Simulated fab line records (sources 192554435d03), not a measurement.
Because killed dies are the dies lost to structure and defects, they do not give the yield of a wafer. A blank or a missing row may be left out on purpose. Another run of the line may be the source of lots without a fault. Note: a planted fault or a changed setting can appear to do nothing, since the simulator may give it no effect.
A lot that was struck, set against a sound lot + flow n5 finfet + 41 out of 1938 route steps
Sound: the wafers L354.2, L354.3, L354.4. Struck: wafer L351.5 (L351.2, L351.6, from the same lot, were not struck and are left out); the cause is given at the end.
Per side, at each step with rows, come the tool, then ch with its chambers, and then its first start. Under that, the readings that differ: sound wafers + struck wafers + difference of the means + sigmas: that difference in standard deviations of wafers without a fault.
alike: readings whose means differ by less than 2 such deviations, and words and numbers that are the same on both sides. not compared: withheld readings, readings that some wafer has no value for, bounds like >300 that may hide the same value, and numbers for which the record gives no deviation and whose values overlap.
A row with sigmas, a row that says differs or no value, or rows on one side alone: a step with any of these is where the two part. Non-overlapping numbers with no deviation appear without sigmas and do not part them. Lack of a reading on every wafer of one side parts them only where that side has two or more wafers.

first, 9 steps without rows for these wafers: N5_BEOL_M0_SAQP_EBR_10; N5_BEOL_M0_SAQP_SOFTBAKE_09 (time 60 s); N5_BEOL_M0_SAQP_EXPOSE_11 (exposes mask M0 CORE, target cd 42 nm); N5_BEOL_M0_SAQP_PEB_12 (peb time 60 s); N5_BEOL_M0_SAQP_DEVELOP_13 (develop time 30 s); N5_BEOL_M0_SAQP_DESCUM_19 (chemistry O2, time 7.9 s); N5_BEOL_M0_SAQP_ETCH_83 (etches SiARC in CF4, target depth 39 nm, time 65 s); N5_BEOL_M0_SAQP_ETCH_84 (etches SOC in N2/H2, target depth 100 nm, overetch 20 nm, time 150 s); N5_BEOL_M0_SAQP_STRIP_80 (strips in N2/H2).
N5_BEOL_M0_SAQP_HM_OPEN_112: chemistry CHF3/O2, target SiO2, stops on a-Si, target depth 12 nm, time 13.5 s.
  sound on rie diel-02 ch 0,1, day 11 04:38; struck on rie diel-02 ch 2, day 10 11:01
  alike: bias w, drypump motor current A, oes product au, rf vpp V, showerhead plenum p Torr, throttle valve pct
  not compared: rf hours counter h
then, 27 steps without rows for these wafers: N5_BEOL_M0_SAQP_STRIP_113 (strips in CHF3/O2); N5_BEOL_M0_SAQP_MANDREL_ETCH_20 (etches a-Si in HBr/Cl2, stops on SiNx, target depth 60 nm, bt time 10 s, time 30 s); N5_BEOL_M0_SAQP_STRIP_86 (strips in N2/H2); N5_BEOL_M0_SAQP_STRIP_115 (strips in post etch residue remover, time 60 s); N5_BEOL_M0_SAQP_SRD_93 (time 30 s); N5_BEOL_M0_SAQP_RECESS_114 (chemistry HF/NH3, target SiO2, target depth 14.4 nm, afs cycles 3, sublimation time 60 s); N5_BEOL_M0_SAQP_SPACER1_ALD_98 (deposits SiO2, target thk 12.8 nm, pulse time 1 s, purge time 2 s); N5_BEOL_M0_SAQP_SPACER1_ETCHBACK_99 (etches SiO2 in CHF3/O2, target depth 15.4 nm, time 7.7 s); N5_BEOL_M0_SAQP_MANDREL1_REMOVE_100 (chemistry HBr/Cl2/O2, target a-Si, stops on SiNx, bt time 10 s); N5_BEOL_M0_SAQP_ETCH_101 (etches SiNx in CH3F/O2, target depth 29.9 nm, time 42.7 s); N5_BEOL_M0_SAQP_ETCH_102 (etches SiO2 in CF4, target depth 4 nm, time 4.4 s); N5_BEOL_M0_SAQP_MANDREL_ETCH_103 (etches a-Si in HBr/Cl2, stops on SiCN, target depth 45 nm, bt time 10 s, time 27 s); N5_BEOL_M0_SAQP_RECESS_104 (chemistry HF/NH3, target SiO2, target depth 18 nm, afs cycles 3, sublimation time 60 s); N5_BEOL_M0_SAQP_COAT_105 (time 60 s, resist thk 100 nm); N5_BEOL_M0_SAQP_ETCH_106 (etches SOC in N2/H2, stops on SiNx, target depth 150 nm); N5_BEOL_M0_SAQP_ETCH_107 (etches SiNx in CH3F/O2, target depth 30 nm); N5_BEOL_M0_SAQP_STRIP_108 (strips in N2/H2); N5_BEOL_M0_SAQP_RECESS_109 (chemistry HF/NH3, target SiO2, target depth 3 nm, afs cycles 1, sublimation time 60 s); N5_BEOL_M0_SAQP_SPACER2_ALD_26 (deposits SiO2, target thk 15 nm, pulse time 1 s, purge time 2 s); N5_BEOL_M0_SAQP_SPACER2_ETCHBACK_27 (etches SiO2 in CHF3/O2, target depth 22.5 nm, time 11.25 s); N5_BEOL_M0_SAQP_MANDREL2_REMOVE_110 (chemistry HBr/Cl2/O2, target a-Si, stops on SiCN, bt time 10 s); N5_BEOL_M0_SAQP_COAT_69 (time 60 s, resist thk 90 nm); N5_BEOL_M0_SAQP_COAT_72 (time 60 s, resist thk 15 nm); N5_BEOL_M0_SAQP_COAT_87 (time 60 s, resist thk 5 nm); N5_BEOL_M0_SAQP_COAT_34 (resist thk 30 nm); N5_BEOL_M0_SAQP_EBR_36; N5_BEOL_M0_SAQP_SOFTBAKE_35 (time 60 s).
N5_BEOL_M0_SAQP_INSPECT_42: inspects for defects (brightfield).
  struck on defect inspect-02, day 10 14:48; sound on defect inspect-01, day 11 09:28
| reading          | sound       | struck | difference | sigmas |
|------------------|-------------|--------|------------|--------|
| raw defect count | 416 357 441 | 690    | +285       | +3     |
N5_BEOL_M0_CUTY_INSPECT_59: inspects for defects (macro).
  struck on defect inspect-02, day 10 17:04; sound on defect inspect-02, day 11 11:14
| reading          | sound | struck | difference | sigmas |
|------------------|-------|--------|------------|--------|
| raw defect count | 3 2 2 | >300   | differs    |        |
-- here the record skips 5 days between the struck wafers' starts before and after, leaving off in module BEOL_M0_CUTY and picking up in module BEOL_M4 (first step shown: number 1111 of the route) --
N5_BEOL_M4_RC_MEAS_101:
  sound on prober-02 ch 0, day 15 11:11; struck on prober-01 ch 0, day 15 06:31
  alike: DIBL_N, DIBL_P, IOFF_N, IOFF_P, ION_N, ION_P, SS_N, SS_P, VT_N, VT_P
-- here the record skips 5 days between the struck wafers' starts before and after, leaving off in module BEOL_M4 and picking up in module PASSIVATION (first step shown: number 1936 of the route) --
N5_PASSIVATION_PROBE_49:
  rows exist in the record for the struck wafers here (prober-01, day 20 08:25), but not for the sound ones

WHERE THEY PART
Earliest at N5_BEOL_M0_SAQP_INSPECT_42; latest, in this record, at N5_PASSIVATION_PROBE_49.

WHY: the cause the simulator had injected
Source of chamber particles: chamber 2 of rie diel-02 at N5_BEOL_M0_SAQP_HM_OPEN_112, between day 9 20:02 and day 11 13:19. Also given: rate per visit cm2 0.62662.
